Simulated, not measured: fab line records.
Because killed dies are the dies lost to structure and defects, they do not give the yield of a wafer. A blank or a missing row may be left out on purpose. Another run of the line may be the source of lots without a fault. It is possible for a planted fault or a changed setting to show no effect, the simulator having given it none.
2 desks looking at one fault / flow n5 finfet / what lay behind the numbers comes last; until then each desk has only its own

THE METROLOGY DESK
What the gauges read for every lot (on any tool): the sampled wafers with a number, averaged. The brackets show how far a lot's mean lies from the usual mean; more than 4 standard deviations puts the lot out of limits, marked OUT. Readings shown: 7 out of 12 (the first out of limits, and those lying furthest out on some lot).
Columns: A = cd nm at N5_ZERO_LAYER_CD_MEAS_11, usual 1999.1 nm; B = PWELL_OVL at N5_WELL_APT_OVL_MEAS_26, usual -1 nm; C = DIBL_P at N5_BEOL_M4_RC_MEAS_101, usual 37.1 mV/V; D = IOFF_N at N5_BEOL_M4_RC_MEAS_101, usual 0.168 nA/um; E = ION_N at N5_BEOL_M4_RC_MEAS_101, usual 679 uA/um; F = SS_N at N5_BEOL_M4_RC_MEAS_101, usual 71.7 mV/dec; G = VT_P at N5_BEOL_M4_RC_MEAS_101, usual -250 mV
lot=L412; first seen here=day 1 12:38; A=2000.1; B=-3; C=38.3; D=0.184; E=675; F=72.0; G=-251
lot=L414; first seen here=day 2 00:38; A=2000.0; B=3; C=36.1; D=0.147; E=675; F=71.0; G=-251
lot=L417; first seen here=day 2 18:41; A=1997.4; B=-7; C=36.4; D=0.175; E=675; F=72.3; G=-248
lot=L421; first seen here=day 3 18:38; A=1999.8; B=1; C=38.3; D=0.183; E=680; F=71.7; G=-255
lot=L422; first seen here=day 4 00:46; A=1998.1; B=-9; C=39.9; D=0.210; E=678; F=71.9; G=-251
lot=L424; first seen here=day 4 12:39; A=1997.3; B=-1; C=40.0; D=0.177; E=674; F=72.5; G=-246
lot=L432; first seen here=day 6 12:58; A=1986.6 (-7.4) OUT; B=-2; C=36.7; D=0.162; E=679; F=71.8; G=-256
lot=L433; first seen here=day 6 18:38; A=1989.9 (-5.4) OUT; B=-1; C=37.8; D=0.188; E=698; F=71.8; G=-249
lot=L435; first seen here=day 7 06:39; A=1999.5; B=-4; C=36.8; D=0.158; E=674; F=71.2; G=-248
This desk's verdict: out of limits on L432, L433, starting with L432 at day 6 12:58 (cd nm at N5_ZERO_LAYER_CD_MEAS_11). In limits: L412, L414, L417, L421, L422, L424, L435.

DESK OF THE TOOL OWNER: krf scanner-01
The tool's own readings at N5_ZERO_LAYER_EXPOSE_08 (exposes mask ZERO, defocus 0 nm, target cd 2000 nm): means of the sampled wafers that have a number, for each lot that ran on this tool. The brackets show how far a lot's mean lies from the usual mean; more than 4 standard deviations puts the lot out of limits, marked OUT.
Columns: A = exposure dose mJ cm2 at N5_ZERO_LAYER_EXPOSE_08, usual 16.192; B = stage vel mm s at N5_ZERO_LAYER_EXPOSE_08, usual 500.06 mm/s
lot=L412; first seen here=day 1 12:28; A=16.197; B=500.12
lot=L417; first seen here=day 2 18:31; A=16.195; B=500.02
lot=L421; first seen here=day 3 18:28; A=16.201; B=499.96
lot=L432; first seen here=day 6 12:47; A=15.145 (-70) OUT; B=500.24
lot=L433; first seen here=day 6 18:28; A=15.348 (-56) OUT; B=499.73
This desk's verdict: out of limits on L432, L433, starting with L432 at day 6 12:47 (exposure dose mJ cm2 at N5_ZERO_LAYER_EXPOSE_08). In limits: L412, L417, L421.

BROUGHT TOGETHER
The tool owner's desk had the chance to raise an alarm at day 6 12:47 on L432, L433.
Metrology desk: alarm possible at day 6 12:58 on L432, L433.
On krf scanner-01, each named lot ran N5_ZERO_LAYER_EXPOSE_08.

WHAT THE SIMULATOR PUT IN
Drift in process parameters on krf scanner-01 at N5_ZERO_LAYER_EXPOSE_08, starting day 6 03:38. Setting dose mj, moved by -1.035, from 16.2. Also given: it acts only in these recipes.
Struck lots among those shown: L432, L433.
Fault start to first reading out of limits, in hours, per desk: tool owner, 9; metrology, 9.
